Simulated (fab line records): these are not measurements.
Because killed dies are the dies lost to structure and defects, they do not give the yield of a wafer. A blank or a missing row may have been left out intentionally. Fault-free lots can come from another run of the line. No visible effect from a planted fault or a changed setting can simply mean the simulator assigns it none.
Chamber matching    flow nand harc    4 sister chambers for NHARC_A_SLIT_ETCH_29 on rie diel-01
The step etches the open film in CF4/O2, target depth 100 nm, overetch 10 nm, time 55 s. 20 wafers are shown with their chamber, then 10 later ones without.

WAFERS PAIRED WITH THEIR CHAMBERS
wafer   chamber  showerhead plenum p Torr (Torr)  rf vpp V (V)  rf fwd power W (W)
L076.1  3        1.30                             198.2         296.7
L076.2  2        1.27                             196.4         296.4
L076.5  3        1.30                             196.6         298.2
L075.4  2        1.27                             195.3         299.4
L075.5  3        1.30                             198.3         298.7
L075.6  2        1.27                             195.8         299.4
L080.3  0        1.25                             196.2         296.6
L080.5  1        1.42                             199.8         297.0
L080.6  2        1.27                             197.7         299.7
L078.2  3        1.30                             196.7         298.2
L078.3  2        1.27                             197.2         297.8
L078.4  1        1.42                             198.4         296.1
L081.2  2        1.27                             196.5         297.3
L081.4  0        1.25                             197.8         295.3
L081.5  3        1.30                             197.0         297.4
L082.1  0        1.25                             195.7         295.8
L082.2  2        1.27                             196.8         298.9
L082.3  3        1.30                             197.0         297.7
L088.4  3        1.30                             197.6         298.1
L088.5  1        1.41                             200.3         296.9

SIGNATURES (means of the wafers above)
reading                   chamber 0  chamber 1  chamber 2  chamber 3  scatter within a chamber
showerhead plenum p Torr  1.2500     1.4167     1.2700     1.3000     0.00204
rf vpp V                  196.567    199.500    196.529    197.343    0.837
rf fwd power W            295.900    296.667    298.414    297.857    0.916
Rule: a wafer lies at a distance from a chamber equal to the root of the sum of squares, over the readings, of (its reading less the chamber's mean, divided by the reading's scatter). The wafer belongs to the nearest chamber; if the next one is less than 2 further off, it can't be placed. The scatter is the square root of a quotient: the sum, over the shown wafers, of each reading's squared deviation from its chamber's mean, divided by wafers minus chambers.

WAFERS WHOSE CHAMBER IS MISSING
wafer   showerhead plenum p Torr (Torr)  rf vpp V (V)  rf fwd power W (W)
L088.6  1.25                             196.3         294.8
L086.1  1.41                             198.9         296.4
L086.4  1.30                             197.1         296.7
L086.5  1.41                             198.5         296.3
L092.1  1.27                             197.0         298.5
L092.3  1.41                             199.4         296.6
L092.4  1.25                             195.6         295.6
L096.1  1.30                             198.1         297.6
L096.2  1.25                             195.5         295.8
L096.4  1.27                             197.0         298.6

CHAMBER TAKEN BY EACH
wafer   from the rows above  in truth
L088.6  0                    0
L086.1  1                    1
L086.4  3                    3
L086.5  1                    1
L092.1  2                    2
L092.3  1                    1
L092.4  0                    0
L096.1  3                    3
L096.2  0                    0
L096.4  2                    2
Correctly placed: 10 of 10. Left unplaced by these rows: 0. Number placed wrongly: 0.
